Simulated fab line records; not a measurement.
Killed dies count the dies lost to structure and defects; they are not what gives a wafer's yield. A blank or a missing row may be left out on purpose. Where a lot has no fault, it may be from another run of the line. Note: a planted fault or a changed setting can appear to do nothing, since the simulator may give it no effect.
Chamber matching -- flow n5_finfet -- N5_SD_EPI_N_ETCH_34 on rie_diel-02: 4 sister chambers
The step etches SiARC in CF4, target depth 45.5 nm, time 75.8 s. 14 wafers are shown with their chamber, then 7 later ones without.

## WAFERS, EACH WITH ITS CHAMBER
wafer,chamber,showerhead_plenum_p_Torr (Torr),oes_product_au (a.u.),throttle_valve_pct (%)
L074.1,3,2.07,0.69,15.67
L074.3,0,2.06,0.63,15.53
L074.5,1,2.24,0.67,15.54
L078.4,1,2.23,0.66,15.57
L078.5,0,2.06,0.63,15.54
L078.6,3,2.07,0.68,15.68
L079.1,1,2.23,0.66,15.57
L079.3,2,2.25,0.72,15.60
L079.4,3,2.07,0.67,15.69
L081.1,1,2.23,0.66,15.56
L081.2,0,2.06,0.63,15.54
L081.4,2,2.25,0.72,15.60
L082.1,0,2.06,0.63,15.56
L082.3,1,2.23,0.66,15.57

SIGNATURES, as means of the wafers listed above
reading,chamber 0,chamber 1,chamber 2,chamber 3,scatter within a chamber
showerhead_plenum_p_Torr,2.0600,2.2320,2.2500,2.0700,0.00283
oes_product_au,0.6300,0.6620,0.7200,0.6800,0.00529
throttle_valve_pct,15.5425,15.5620,15.6000,15.6800,0.0116
Rule: distance of a wafer from a chamber = root of the sum over the readings of ((wafer's reading minus chamber's mean) / reading's scatter) squared. The wafer belongs to the nearest chamber; if the next one is less than 2 further off, it can't be placed. The scatter is the square root of a quotient: the sum, over the shown wafers, of each reading's squared deviation from its chamber's mean, divided by wafers minus chambers.

## WAFERS WHOSE CHAMBER IS MISSING
wafer,showerhead_plenum_p_Torr (Torr),oes_product_au (a.u.),throttle_valve_pct (%)
L082.6,2.23,0.66,15.57
L086.3,2.23,0.66,15.59
L086.5,2.25,0.71,15.62
L086.6,2.23,0.65,15.57
L095.4,2.05,0.61,15.62
L095.5,2.05,0.62,15.61
L095.6,2.06,0.65,15.78

## WHICH CHAMBER EACH WENT THROUGH
wafer,from the rows above,in truth
L082.6,1,1
L086.3,1,1
L086.5,2,2
L086.6,1,1
L095.4,0,0
L095.5,0,0
L095.6,3,3
Placed correctly: 7 of 7. Number that these rows cannot place: 0. Number placed wrongly: 0.
